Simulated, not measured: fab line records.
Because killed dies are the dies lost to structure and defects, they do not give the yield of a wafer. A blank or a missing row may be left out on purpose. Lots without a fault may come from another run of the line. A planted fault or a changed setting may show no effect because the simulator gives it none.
The tool behind it: which one? :: flow n5 finfet :: 30 wafers from 10 lots sampled at 3 of the route's 1938 steps

== WHAT THE GAUGES READ, wafer by wafer ==
N5_BEOL_M4_RC_MEAS_101.
lot: L506
measured: day 9 22:42
on: prober-01
RS_NWELL (ohm/sq): 1043 1050 1046

lot: L507
measured: day 11 01:32
on: prober-02
RS_NWELL (ohm/sq): 1029 1031 1024

lot: L509
measured: day 11 06:17
on: prober-02
RS_NWELL (ohm/sq): 1037 1033 1041

lot: L510
measured: day 11 06:32
on: prober-01
RS_NWELL (ohm/sq): 1044 1043 1055

lot: L513
measured: day 11 21:37
on: prober-01
RS_NWELL (ohm/sq): 1034 1029 1037

lot: L519
measured: day 12 23:56
on: prober-01
RS_NWELL (ohm/sq): 1295 1295 1291

lot: L520
measured: day 14 20:47
on: prober-02
RS_NWELL (ohm/sq): 1274 1294 1290

lot: L521
measured: day 13 09:41
on: prober-01
RS_NWELL (ohm/sq): 1025 1037 1033

lot: L525
measured: day 15 04:07
on: prober-02
RS_NWELL (ohm/sq): 1036 1034 1039

lot: L527
measured: day 16 00:40
on: prober-02
RS_NWELL (ohm/sq): 1052 1052 1054

== WHAT TOOL EACH LOT RAN ON (gives the tool, then ch and the chambers of the sampled wafers, and finally the start) ==
lot: L506
N5_ZERO_LAYER_ETCH_17: rie diel-02 ch 1,2, day 2 00:52
N5_WELL_APT_IMPLANT_14: implanter-01 ch 0, day 2 02:25

lot: L507
N5_ZERO_LAYER_ETCH_17: rie diel-04 ch 1,2, day 2 06:51
N5_WELL_APT_IMPLANT_14: implanter-01 ch 0, day 2 07:53

lot: L509
N5_ZERO_LAYER_ETCH_17: rie diel-02 ch 1,3, day 2 18:43
N5_WELL_APT_IMPLANT_14: implanter-01 ch 0, day 2 20:13

lot: L510
N5_ZERO_LAYER_ETCH_17: rie diel-02 ch 1,2, day 3 00:43
N5_WELL_APT_IMPLANT_14: implanter-02 ch 0, day 3 01:45

lot: L513
N5_ZERO_LAYER_ETCH_17: rie diel-01 ch 1,2,3, day 3 18:52
N5_WELL_APT_IMPLANT_14: implanter-02 ch 0, day 3 20:12

lot: L519
N5_ZERO_LAYER_ETCH_17: rie diel-01 ch 0,1,2, day 5 06:58
N5_WELL_APT_IMPLANT_14: implanter-01 ch 0, day 5 08:25

lot: L520
N5_ZERO_LAYER_ETCH_17: rie diel-01 ch 2,3, day 5 12:50
N5_WELL_APT_IMPLANT_14: implanter-01 ch 0, day 5 13:54

lot: L521
N5_ZERO_LAYER_ETCH_17: rie diel-04 ch 0,1,3, day 5 18:51
N5_WELL_APT_IMPLANT_14: implanter-02 ch 0, day 5 19:56

lot: L525
N5_ZERO_LAYER_ETCH_17: rie diel-01 ch 0,1, day 6 18:49
N5_WELL_APT_IMPLANT_14: implanter-02 ch 0, day 6 20:02

lot: L527
N5_ZERO_LAYER_ETCH_17: rie diel-02 ch 1,3, day 7 07:15
N5_WELL_APT_IMPLANT_14: implanter-02 ch 0, day 7 08:22
- N5_ZERO_LAYER_ETCH_17: etches SiO2 in CF4, target depth 12 nm, time 13.3 s.
- N5_WELL_APT_IMPLANT_14

== THE ANSWER, worked out from the rows above alone ==
Rule: usual is defined by the lots themselves. The widest of any qualifying gaps counts: lots, ordered by their means at a reading, are off when they make up no more than a third of the lots, leave a main group of 4 or more, and stand apart from it by 3 or more times the standard deviation of that group's means. A main group is skipped when, at the precision printed for the reading in the tables above, its means are all equal. A lot without any number at a reading at which 4 lots or more have one is off too. The other lots that the step has rows for count as sound.
Off: L519, L520, at N5_BEOL_M4_RC_MEAS_101 (RS_NWELL). Main group: mean 1039 ohm/sq, sd 8.1.
A tool fits if, at a process step before that reading, it ran every lot that is off, and no sound lot after the first of them. Those tools and the gauges at N5_BEOL_M4_RC_MEAS_101 are tried in the same way. One fits: N5_WELL_APT_IMPLANT_14 on implanter-01. A fault onset in the window from L509 (day 2 20:13, its last sound lot) to L519 (day 5 08:25, its first lot off) fits.

== WHAT THE SIMULATOR PUT IN ==
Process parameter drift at N5_WELL_APT_IMPLANT_14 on implanter-01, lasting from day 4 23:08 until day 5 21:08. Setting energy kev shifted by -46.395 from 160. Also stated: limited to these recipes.
Struck lots among those shown: L519, L520. The rule above found the same.
